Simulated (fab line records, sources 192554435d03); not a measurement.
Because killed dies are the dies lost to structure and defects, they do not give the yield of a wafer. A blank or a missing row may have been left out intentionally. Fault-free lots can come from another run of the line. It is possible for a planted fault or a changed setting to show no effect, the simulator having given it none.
Matching of chambers	flow n5Finfet	N5_BEOL_M11_ETCH_61 on rieDiel-05 has 4 sister chambers
The step etches SiARC in CF4, target depth 39 nm, time 65 s. 14 wafers are shown with their chamber, then 7 later ones without.

== EACH WAFER AND ITS CHAMBER ==
wafer	chamber	drypumpMotorCurrentA (A)	showerheadPlenumPTorr (Torr)	rfVppV (V)
L074.1	1	5.6	2.20	185.3
L074.4	2	6.1	2.24	184.8
L074.6	1	5.6	2.20	184.9
L078.2	3	5.7	2.03	181.6
L078.4	2	6.1	2.24	185.8
L078.5	0	5.0	2.04	183.8
L084.1	0	5.0	2.04	182.7
L084.4	3	5.8	2.03	183.6
L084.5	2	6.1	2.23	184.2
L083.2	1	5.6	2.19	185.2
L083.3	3	5.7	2.03	183.3
L083.6	0	5.0	2.03	180.9
L088.2	3	5.7	2.02	182.0
L088.5	0	5.0	2.03	183.2

SIGNATURES, as means of the wafers listed above
reading	chamber 0	chamber 1	chamber 2	chamber 3	scatter within a chamber
drypumpMotorCurrentA	5.000	5.600	6.100	5.725	0.0274
showerheadPlenumPTorr	2.0350	2.1967	2.2367	2.0275	0.00555
rfVppV	182.650	185.133	184.933	182.625	0.945
Rule: a wafer lies at a distance from a chamber equal to the root of the sum of squares, over the readings, of (its reading less the chamber's mean, divided by the reading's scatter). The wafer belongs to the nearest chamber; if the next one is less than 2 further off, it can't be placed. The scatter is the square root of a quotient: the sum, over the shown wafers, of each reading's squared deviation from its chamber's mean, divided by wafers minus chambers.

== WAFERS WHOSE CHAMBER IS MISSING ==
wafer	drypumpMotorCurrentA (A)	showerheadPlenumPTorr (Torr)	rfVppV (V)
L088.6	5.7	2.02	183.1
L087.1	6.1	2.23	184.3
L087.2	5.8	2.02	180.4
L087.6	6.1	2.23	184.9
L097.4	5.6	2.19	185.1
L097.5	5.7	2.02	183.5
L097.6	6.1	2.22	184.5

== CHAMBER TAKEN BY EACH ==
wafer	from the rows above	in truth
L088.6	3	3
L087.1	2	2
L087.2	3	3
L087.6	2	2
L097.4	1	1
L097.5	3	3
L097.6	2	2
Placed correctly: 7 of 7. From these rows, 0 cannot be placed. Placed wrongly: 0.
